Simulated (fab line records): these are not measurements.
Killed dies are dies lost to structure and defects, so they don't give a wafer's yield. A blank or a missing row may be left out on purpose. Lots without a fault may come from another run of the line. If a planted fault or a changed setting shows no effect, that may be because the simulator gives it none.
The same fault as seen by 2 desks ; flow nandHarc ; each desk holds nothing but its own numbers, with what lay behind them at the end

THE DEFECT DESK
Lot by lot, what the route's inspections counted, given as the mean of those sampled wafers with a number. The brackets show how far a lot's mean lies from the usual mean; more than 4 standard deviations puts the lot out of limits, marked OUT.
Columns: A = rawDefectCount at NHARC_A_CHANNEL_HOLE_D2_INSPECT_40, usual 278
lot;first seen here;A
L105;day 13 17:55;301
L104;day 13 18:18;221
L106;day 14 02:38;363
L107;day 14 12:35;220
L108;day 15 08:58;352
L109;day 15 10:31;281
L110;day 16 16:24;204
L113;day 17 15:42;307
L117;day 19 01:15;164
L124;day 21 19:47;180
L125;day 23 00:41;242
L127;day 23 00:52;239
L126;day 23 04:52;288
This desk's finding: nothing out of limits on any of the 13 lots.

TOOL OWNER'S DESK, aldHk-03
The tool's own readings at NHARC_A_CHANNEL_FILL_D2_ALD_25 (deposits SiOx, target thk 60 nm, pulse time 10 s, ald cycles 600): means of the sampled wafers that have a number, for each lot that ran on this tool. The brackets show how far a lot's mean lies from the usual mean; more than 4 standard deviations puts the lot out of limits, marked OUT.
Columns: A = heaterPowerW at NHARC_A_CHANNEL_FILL_D2_ALD_25, usual 483 W; B = precursorPulseHeightRel at NHARC_A_CHANNEL_FILL_D2_ALD_25, usual 1.001
lot;first seen here;A;B
L104;day 15 05:41;501;1.015
L106;day 15 19:40;458;0.994
L108;day 17 05:00;505;1.004
L113;day 19 03:51;479;1.009
L117;day 20 13:19;491;0.987
This desk's finding: nothing out of limits on any of the 5 lots.

PUT TOGETHER
No out-of-limits result turned up at the defect desk.
Nothing out of limits was seen by the tool owner's desk.

WHAT THE SIMULATOR HAD INSERTED
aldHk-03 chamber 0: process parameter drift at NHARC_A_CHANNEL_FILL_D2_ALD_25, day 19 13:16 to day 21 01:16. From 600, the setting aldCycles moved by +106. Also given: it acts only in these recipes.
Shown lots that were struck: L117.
